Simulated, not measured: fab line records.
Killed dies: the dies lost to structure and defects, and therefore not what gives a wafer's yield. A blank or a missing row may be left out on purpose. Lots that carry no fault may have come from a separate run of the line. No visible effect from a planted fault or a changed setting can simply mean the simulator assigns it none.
Split-lot study ; flow n5Finfet ; 7 lots, 39 wafers read, on a route of 1938 steps

SPLIT DETAILS
At N5_HKMG_FIN_EXPOSE_46 (exposes mask NDIPOLE), the setting doseMj was moved away from the recipe's 40 on 15 of the 39 wafers read, by -6.0% to +7.2%. This setting was run at the recipe's value on the other wafers.

FROM THE SPLIT TO THE READING: what the file shows between them, 2 steps
- N5_HKMG_FIN_PEB_47: peb time 60 s
- N5_HKMG_FIN_DEVELOP_48: develop time 30 s

THE READING
At N5_HKMG_FIN_CD_MEAS_49: cdNm in nanometres, against a target cd of 202 nm. A value of 202.0 nm with a standard deviation of 0.63 nm is what fault-free wafers of this fab line usually give.

wafer;tool, chamber at the split;doseMj as run;against the recipe;cdNm, nm;against lot-mates on the recipe
L074.1;arfiScanner-01, 0;40;recipe;200.7;-
L074.2;arfiScanner-01, 0;40;recipe;201.5;-
L074.3;arfiScanner-01, 0;42.53;+6.3%;205.0;+3.9
L074.4;arfiScanner-01, 0;40;recipe;201.1;-
L074.5;arfiScanner-01, 0;42.53;+6.3%;204.7;+3.6
L074.6;arfiScanner-01, 0;42.53;+6.3%;204.8;+3.7
L078.1;arfiScanner-03, 0;40;recipe;202.6;-
L078.2;arfiScanner-03, 0;37.62;-6.0%;198.3;-4.3
L078.3;arfiScanner-03, 0;40;recipe;202.3;-
L078.4;arfiScanner-03, 0;40;recipe;202.9;-
L078.5;arfiScanner-03, 0;37.62;-6.0%;199.0;-3.6
L078.6;arfiScanner-03, 0;37.62;-6.0%;198.2;-4.4
L080.1;arfiScanner-01, 0;40;recipe;203.0;-
L080.2;arfiScanner-01, 0;41.36;+3.4%;204.5;+1.5
L080.3;arfiScanner-01, 0;41.36;+3.4%;204.2;+1.2
L080.4;arfiScanner-01, 0;40;recipe;203.0;-
L080.5;arfiScanner-01, 0;41.36;+3.4%;204.8;+1.8
L080.6;arfiScanner-01, 0;40;recipe;202.9;-
L086.1;arfiScanner-02, 0;40;recipe;202.0;-
L086.2;arfiScanner-02, 0;40;recipe;201.6;-
L086.3;arfiScanner-02, 0;40;recipe;202.7;-
L086.4;arfiScanner-02, 0;38.17;-4.6%;200.1;-2.0
L086.5;arfiScanner-02, 0;38.17;-4.6%;199.5;-2.6
L086.6;arfiScanner-02, 0;38.17;-4.6%;199.3;-2.8
L087.1;arfiScanner-02, 0;40;recipe;201.0;-
L087.2;arfiScanner-02, 0;40;recipe;203.3;-
L087.3;arfiScanner-02, 0;40;recipe;202.3;-
L087.4;arfiScanner-02, 0;42.87;+7.2%;207.0;+4.8
L087.5;arfiScanner-02, 0;42.87;+7.2%;206.6;+4.4
L087.6;arfiScanner-02, 0;42.87;+7.2%;205.3;+3.1
L090.1;arfiScanner-01, 0;40;recipe;201.7;-
L090.2;arfiScanner-01, 0;40;recipe;200.7;-
L090.3;arfiScanner-01, 0;40;recipe;201.8;-
L090.4;arfiScanner-01, 0;40;recipe;200.5;-
L090.5;arfiScanner-01, 0;40;recipe;201.8;-
L090.6;arfiScanner-01, 0;40;recipe;201.2;-
L096.3;arfiScanner-03, 0;40;recipe;201.6;-
L096.5;arfiScanner-03, 0;40;recipe;201.0;-
L096.6;arfiScanner-03, 0;40;recipe;202.2;-

THE FIT
A straight line over all 39 wafers: cdNm changes by +0.56 nm for each +1% of doseMj; r = +0.93; the points scatter about the line by 0.76 nm.
The same after taking each lot's own level away (the mean of its wafers on the recipe; 39 wafers): +0.592 nm for each +1%; r = +0.97; scatter 0.53 nm.
On that fit, the largest move of doseMj shifts the reading by 4.2 nm.
The span of the lots' own levels, 201.10 to 202.97 nm, comes to 3.0 times the standard deviation stated above.
Hence the lot-to-lot level has little effect on the slope; both slopes agree.
Check: for one of the wafers moved furthest among these (+7.2%), held out of the fit, the line's prediction against its lot-mates is +4.09 nm. It came out at +4.8 nm against them.

OTHER SPLITS APPLIED TO THESE WAFERS
Note: prior to the reading, these wafers also went through further splits. Each is held against what the fit with the lots' levels taken away leaves over:
other split on the same wafers;wafers away from the commonest value;r with cdNm (lot level and that fit taken away)
N5_FIN_SAQP_ALD_61 aldCycles;12;+0.13
N5_FIN_SAQP_ETCH_69 targetDepthA;9;-0.28
N5_DUMMY_GATE_ETCH_32 timeS;12;-0.15
N5_SD_EPI_P_ETCH_37 sourceW;18;+0.11

THE WHOLE CHAIN: every reading that the file lists as answering this split, in the file's order
step;what it does;reading;change (the file's fit);r (the file's)
N5_HKMG_FIN_CD_MEAS_49;target cd 202 nm;cdNm;+0.589 nm for each +1% of the setting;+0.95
N5_HKMG_FIN_ETCH_54;etches SiARC in CF4, target depth 45.5 nm, time 75.8 s;HKMG_FIN.cdOffsetNm (the simulator's own value, which no gauge read);+0.604 nm for each +1% of the setting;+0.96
N5_HKMG_FIN_ETCH_55;etches SOC in N2/H2, target depth 240 nm, time 300 s;HKMG_FIN.cdOffsetNm (the simulator's own value, which no gauge read);+0.615 nm for each +1% of the setting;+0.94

THE FILE'S OWN FIT
cdNm changes by +0.589 nm for each +1% of doseMj, r = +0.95.
